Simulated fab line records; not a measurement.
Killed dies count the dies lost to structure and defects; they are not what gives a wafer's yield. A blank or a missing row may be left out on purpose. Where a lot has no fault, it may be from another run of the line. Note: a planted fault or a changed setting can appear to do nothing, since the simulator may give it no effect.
Struck lot and sound lot, side by side || flow nandHarc || 25 steps out of a route of 1159
Sound: wafers L758.1, L758.4, L758.6. Wafers struck: L748.1, L748.3, L748.4. At the end, the cause is stated.
Order at every step that has rows: each side's tool, ch and its chambers, its first start. Under that, the readings that differ: sound wafers || struck wafers || difference of the means || sigmas: that difference in standard deviations of wafers without a fault.
alike: same words and numbers on both sides, and readings whose means sit less than 2 such deviations apart. not compared: any withheld reading, any reading some wafer has no value for, any bound like >300 that may hide the same value, and any number with overlapping values for which the record gives no deviation.
The two part at a step that has a row with sigmas, a row that says differs or no value, or rows on one side only. Numbers that don't overlap but have no deviation are shown without sigmas and don't part them. A reading that every wafer of one side lacks parts them only if that side has two wafers or more.

first, 1 step without rows for these wafers: NHARC_A_M0_SRD_25.
NHARC_A_M0_INSPECT_27:
  sound: defectInspect-02 at day 21 17:23; struck: defectInspect-01 at day 18 22:44
  alike: rawDefectCount
NHARC_A_M0_PRE_CLEAN_31: time 12 s.
  sound on pecvd-03 ch 0,2, day 21 17:31; struck on pecvd-03 ch 0,1, day 18 23:02
  alike: heaterPowerOuterW, heaterPowerW
NHARC_A_M0_DEP_32: deposits SiCN, target thk 30 nm.
  sound on pecvd-03 ch 0,2, day 21 17:37; struck on pecvd-03 ch 0,1, day 18 23:07
  alike: heaterPowerOuterW, heaterPowerW, showerheadVppV
then, 7 steps without rows for these wafers: NHARC_A_M1_DEP_00 (deposits SiOC, target thk 182.5 nm); NHARC_A_M1_DEHYDRATE_01 (time 120 s); NHARC_A_M1_HMDS_02 (time 30 s); NHARC_A_M1_COAT_34 (time 65 s); NHARC_A_M1_COAT_03 (resist thk 90 nm); NHARC_A_M1_SOFTBAKE_04 (time 55 s); NHARC_A_M1_EBR_05.
NHARC_A_M1_EXPOSE_06: exposes mask A M1, target cd 120 nm.
  sound on arfiScanner-02 ch 0, day 21 18:41; struck on arfiScanner-01 ch 0, day 19 00:31
{"reading": "exposureDoseMJCm2", "sound": "75.14 75.00 75.29", "struck": "107.45 107.39 107.37", "difference": "+32.26", "sigmas": "+99 or more"}
  alike: mask, stageVelMmS
then, 2 steps without rows for these wafers: NHARC_A_M1_PEB_07 (peb time 65 s); NHARC_A_M1_DEVELOP_08 (develop time 35 s).
NHARC_A_M1_CD_MEAS_09 targets a cd of 120 nm.
  sound on cdSem-02 ch 0, day 21 18:49; struck on cdSem-01 ch 0, day 19 00:40
{"reading": "cdNm (nm)", "sound": "119.8 118.8 119.8", "struck": "141.0 141.0 141.4", "difference": "+21.7", "sigmas": "+37"}
NHARC_A_M1_OVL_MEAS_10: pitch 240 nm.
  sound: overlay-01 at day 21 18:55; struck: overlay-02 at day 19 00:45
  alike: overlayXNm, overlayYNm
NHARC_A_M1_INSPECT_11:
  sound: defectInspect-01 at day 21 18:57; struck: defectInspect-02 at day 19 00:47
  alike: rawDefectCount
NHARC_A_M1_DESCUM_14: chemistry O2, time 3 s.
  sound on rieDiel-08 ch 0,1, day 21 19:01; struck on rieDiel-08 ch 0,2,3, day 19 00:50
{"reading": "throttleValvePct (%)", "sound": "11.315 11.295 11.305", "struck": "11.321 11.329 11.332", "difference": "+0.022", "sigmas": "+2"}
{"reading": "model.A_M1.cdNm (nm)", "sound": "119.6 118.5 119.9", "struck": "141 140.6 140.9", "difference": "+22", "sigmas": ""}
  alike: drypumpMotorCurrentA, o2FlowSccm, oesProductAu, rfVppV, showerheadPlenumPTorr
  not compared: rfHoursCounterH
NHARC_A_M1_ETCH_35: etches the open film in N2/H2, target depth 40 nm, overetch 12 nm, time 43.94 s.
  sound on rieDiel-08 ch 1,3, day 21 19:06; struck on rieDiel-08 ch 1,2,3, day 19 00:56
  alike: drypumpMotorCurrentA, oesProductAu, rfVppV, showerheadPlenumPTorr, throttleValvePct
  not compared: rfHoursCounterH
NHARC_A_M1_ETCH_15: etches the open film in C4F8/Ar, target depth 182.5 nm, time 91.2 s.
  sound: rieDiel-08 ch 2,3; struck: rieDiel-08 ch 1,2,3
  alike: oesProductAu, rfVppV
  not compared: rfHoursCounterH
NHARC_A_M1_CD_MEAS_16:
  sound: cdSem-03 at day 21 19:19; struck: cdSem-03 at day 19 01:09
{"reading": "cdNm (nm)", "sound": "119.4 118.9 119.9", "struck": "141.5 140.3 141.3", "difference": "+21.6", "sigmas": "+28"}
NHARC_A_M1_STRIP_18: strips in N2/H2.
  sound on rieDiel-09 ch 1,2,3, day 21 19:26; struck on rieDiel-13 ch 0,2,3, day 19 01:14
  alike: drypumpMotorCurrentA, oesProductAu, rfVppV, showerheadPlenumPTorr, throttleValvePct
  not compared: rfHoursCounterH
NHARC_A_M1_ETCH_28: etches the open film in CF4/N2, target depth 30 nm, time 72.99 s.
  sound: rieDiel-09 ch 1,2,3; struck: rieDiel-13 ch 0,1,2
{"reading": "model.A_M1.cdNm (nm)", "sound": "119.6 119 120.8", "struck": "141.4 140.6 141.4", "difference": "+21.3", "sigmas": ""}
  alike: drypumpMotorCurrentA, oesProductAu, rfVppV, showerheadPlenumPTorr, throttleValvePct
  not compared: rfHoursCounterH
then, 1 step without rows for these wafers: NHARC_A_M1_STRIP_19 (strips in post etch residue remover, time 600 s).
NHARC_END_SORT_01:
  sound on prober-01 ch 0, day 23 06:13; struck on prober-02 ch 0, day 20 15:00
  alike: defectLimitedYield, killedAtArray, killedAtOther, killedAtPeriphery, killedDies, killedOpen, killedShort, sort_bin_2_pct, sort_bin_3_pct, sort_bin_4_pct, sortNPass, sortRimYieldPct, sortYieldPct

WHERE THEY PART
First at NHARC_A_M1_EXPOSE_06; last, within this record, at NHARC_A_M1_CD_MEAS_16. Later steps at which nothing parts them and some readings are alike: NHARC_A_M1_STRIP_18, NHARC_A_M1_ETCH_28, NHARC_END_SORT_01.

WHY: the cause the simulator had injected
Process parameters drifting: arfiScanner-01 at NHARC_A_M1_EXPOSE_06, beginning at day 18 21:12. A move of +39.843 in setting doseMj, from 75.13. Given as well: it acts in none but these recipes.
